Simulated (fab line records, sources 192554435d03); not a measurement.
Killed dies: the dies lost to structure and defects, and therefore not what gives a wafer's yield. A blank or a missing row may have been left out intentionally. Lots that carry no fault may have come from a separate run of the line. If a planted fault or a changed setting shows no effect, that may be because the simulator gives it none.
Which of the tools did it?	flow n5 finfet	Sampling: 10 lots, 30 wafers, 6 of 1938 route steps

== WHAT EACH GAUGE READ, for each wafer ==
N5_BEOL_M6_INSPECT_58: inspects for defects (darkfield). Usual: raw defect count at 71, with a standard deviation of 23.
lot	measured	on	raw defect count	flag
L510	day 8 19:02	defect inspect-02	67 72 116	
L517	day 10 11:13	defect inspect-02	66 71 63	
L518	day 10 18:00	defect inspect-01	91 89 70	
L521	day 11 16:55	defect inspect-02	65 70 68	
L523	day 12 04:10	defect inspect-02	1155 1191 1116	OFF
L525	day 12 05:15	defect inspect-02	1139 1158 1162	OFF
L526	day 13 10:04	defect inspect-02	84 42 49	
L529	day 14 13:22	defect inspect-01	105 102 44	
L533	day 14 19:26	defect inspect-02	70 106 82	
L531	day 14 21:14	defect inspect-01	65 73 81	

N5_BEOL_M7_INSPECT_13: inspects for defects (brightfield). Usual: raw defect count at 421, with a standard deviation of 110.
lot	measured	on	raw defect count	flag
L510	day 8 20:48	defect inspect-01	383 375 478	
L517	day 10 13:15	defect inspect-02	373 358 368	
L518	day 10 19:36	defect inspect-01	384 377 407	
L521	day 11 21:19	defect inspect-02	672 437 500	
L523	day 12 07:56	defect inspect-02	1421 1421 1334	OFF
L525	day 12 08:02	defect inspect-02	1424 1474 1480	OFF
L526	day 13 11:47	defect inspect-01	393 334 366	
L529	day 14 15:10	defect inspect-01	588 934 401	
L533	day 14 21:51	defect inspect-01	536 495 717	
L531	day 14 23:13	defect inspect-02	276 331 439	

== TOOL THAT RAN EACH LOT (tool first, then ch and the chambers of the sampled wafers, then the start) ==
lot	N5_BEOL_M6_VIA_ETCH_34	N5_BEOL_M6_PRE_CLEAN_45	N5_BEOL_M6_ALD_77	N5_BEOL_M6_DEP_56
L510	rie diel-04 ch 0,1,3, day 8 16:34	pvd sputter-03, day 8 17:27	ald metal-04 ch 0,1,2, day 8 17:32	pecvd-02 ch 1,2, day 8 18:56
L517	rie diel-03 ch 1,2,3, day 10 06:44	pvd sputter-03, day 10 07:39	ald metal-04 ch 0,2,3, day 10 07:43	pecvd-02 ch 0,1,2, day 10 11:08
L518	rie diel-04 ch 0,2, day 10 15:12	pvd sputter-03, day 10 16:01	ald metal-04 ch 0,3, day 10 16:05	pecvd-03 ch 0,1,2, day 10 17:54
L521	rie diel-05 ch 1,2,3, day 11 13:48	pvd sputter-02, day 11 14:44	ald metal-03 ch 0,1,2, day 11 14:49	pecvd-03 ch 0,1, day 11 16:49
L523	rie diel-05 ch 1,2,3, day 12 01:09	pvd sputter-02, day 12 02:15	ald metal-01 ch 2,3, day 12 02:19	pecvd-02 ch 0,1,2, day 12 04:05
L525	rie diel-05 ch 0,2,3, day 12 01:36	pvd sputter-02, day 12 02:31	ald metal-03 ch 0,1,2, day 12 02:35	pecvd-02 ch 1,2, day 12 05:10
L526	rie diel-04 ch 1,2,3, day 13 07:20	pvd sputter-01, day 13 08:13	ald metal-03 ch 0,1, day 13 08:19	pecvd-03 ch 1,2, day 13 09:58
L529	rie diel-03 ch 2,3, day 14 10:16	pvd sputter-03, day 14 11:16	ald metal-04 ch 0,3, day 14 11:21	pecvd-03 ch 0,1, day 14 13:17
L533	rie diel-03 ch 1,2,3, day 14 16:58	pvd sputter-01, day 14 17:50	ald metal-01 ch 1,2,3, day 14 17:55	pecvd-03 ch 0,1,2, day 14 19:20
L531	rie diel-03 ch 0,3, day 14 17:22	pvd sputter-01, day 14 18:10	ald metal-01 ch 1,2, day 14 18:14	pecvd-02 ch 0,2, day 14 21:08
- N5_BEOL_M6_VIA_ETCH_34: etches SiCOH lowk in C4F6/O2, target depth 126.3 nm, time 50.9 s.
- N5_BEOL_M6_PRE_CLEAN_45: time 30 s.
- N5_BEOL_M6_ALD_77: deposits TaN, target thk 2 nm, pulse time 2 s, purge time 3 s.
- N5_BEOL_M6_DEP_56: deposits SiCN from 3MS/NH3, target thk 10 nm, time 17.5 s.

== WHAT THE TOOLS THEMSELVES READ (means of the sampled wafers that have a number; where no wafer has one, the mark that the record gives instead) ==
N5_BEOL_M6_VIA_ETCH_34. Usual: drypump motor current A 5.9 A, standard deviation 0.48; oes product au 0.78 a.u., standard deviation 0.11; rf vpp V 659 V, standard deviation 11; showerhead plenum p Torr 2.85 Torr, standard deviation 0.095; throttle valve pct 20.80 %, standard deviation 0.24.
lot	tool	drypump motor current A (A)	oes product au (a.u.)	rf vpp V (V)	showerhead plenum p Torr (Torr)	throttle valve pct (%)	flag
L510	rie diel-04	6.3	0.73	673	2.87	20.65	
L517	rie diel-03	6.0	0.80	665	2.83	21.02	
L518	rie diel-04	6.5	0.69	660	2.84	20.96	
L521	rie diel-05	5.7	0.78	651	2.91	20.71	
L523	rie diel-05	5.7	0.76	651	2.91	20.71	
L525	rie diel-05	6.0	0.86	655	2.98	20.57	
L526	rie diel-04	6.2	0.87	666	2.81	20.62	
L529	rie diel-03	5.6	0.85	669	2.82	21.08	
L533	rie diel-03	6.0	0.85	664	2.82	20.97	
L531	rie diel-03	5.4	0.77	668	2.79	21.04	

N5_BEOL_M6_PRE_CLEAN_45. Usual: heater power w 331 W, standard deviation 26; susceptor temp C 250.00 C, standard deviation 0.18.
lot	tool	heater power w (W)	susceptor temp C (C)	flag
L510	pvd sputter-03	357	249.91	
L517	pvd sputter-03	363	250.05	
L518	pvd sputter-03	356	250.12	
L521	pvd sputter-02	325	250.05	
L523	pvd sputter-02	309	249.84	
L525	pvd sputter-02	302	249.99	
L526	pvd sputter-01	332	250.01	
L529	pvd sputter-03	322	249.80	
L533	pvd sputter-01	318	249.93	
L531	pvd sputter-01	345	249.82	

N5_BEOL_M6_ALD_77. Usual: heater power w 406 W, standard deviation 36; mfc carrier sccm 1500 sccm, standard deviation 4.3; susceptor temp C 275.05 C, standard deviation 0.18.
lot	tool	heater power w (W)	mfc carrier sccm (sccm)	susceptor temp C (C)	flag
L510	ald metal-04	405	1503	275.02	
L517	ald metal-04	390	1501	275.08	
L518	ald metal-04	430	1505	275.11	
L521	ald metal-03	412	1505	274.91	
L523	ald metal-01	390	1494	274.98	
L525	ald metal-03	418	1496	275.12	
L526	ald metal-03	406	1499	275.23	
L529	ald metal-04	405	1499	275.29	
L533	ald metal-01	422	1503	274.94	
L531	ald metal-01	421	1500	274.96	

N5_BEOL_M6_DEP_56. Usual: showerhead plenum p Torr 3.669 Torr, standard deviation 0.011; throttle valve pct 8.9 %, standard deviation 0.54.
lot	tool	showerhead plenum p Torr (Torr)	throttle valve pct (%)	flag
L510	pecvd-02	3.667	8.8	
L517	pecvd-02	3.669	8.9	
L518	pecvd-03	3.672	8.7	
L521	pecvd-03	3.668	9.2	
L523	pecvd-02	3.668	8.8	
L525	pecvd-02	3.671	8.8	
L526	pecvd-03	3.663	8.5	
L529	pecvd-03	3.667	9.1	
L533	pecvd-03	3.669	8.7	
L531	pecvd-02	3.668	8.5	

== THE ANSWER, worked out from the rows above alone ==
Rule: a lot is off if the mean of its wafers that have a number lies more than 3 standard deviations from the usual mean. A lot without any number at a reading at which 4 lots or more have one is off too. Any other lot the step has rows for is counted as sound. The gauges are gone through in route order, then the tools' own readings, and for those a lot's mean is taken as printed above. At the first step where some lot is off, the reading lying furthest off is the one used; lots without a number count as furthest.
Off: L523, L525 (N5_BEOL_M6_INSPECT_58, raw defect count).
If a tool, at a process step before that reading, ran all the lots that are off and no sound lot after the first of them, it fits. Gauges at N5_BEOL_M6_INSPECT_58: tried the same way as those tools. This does not decide it: 2 tools fit, namely rie diel-05 at N5_BEOL_M6_VIA_ETCH_34 and pvd sputter-02 at N5_BEOL_M6_PRE_CLEAN_45.

== WHAT THE SIMULATOR HAD PUT IN ==
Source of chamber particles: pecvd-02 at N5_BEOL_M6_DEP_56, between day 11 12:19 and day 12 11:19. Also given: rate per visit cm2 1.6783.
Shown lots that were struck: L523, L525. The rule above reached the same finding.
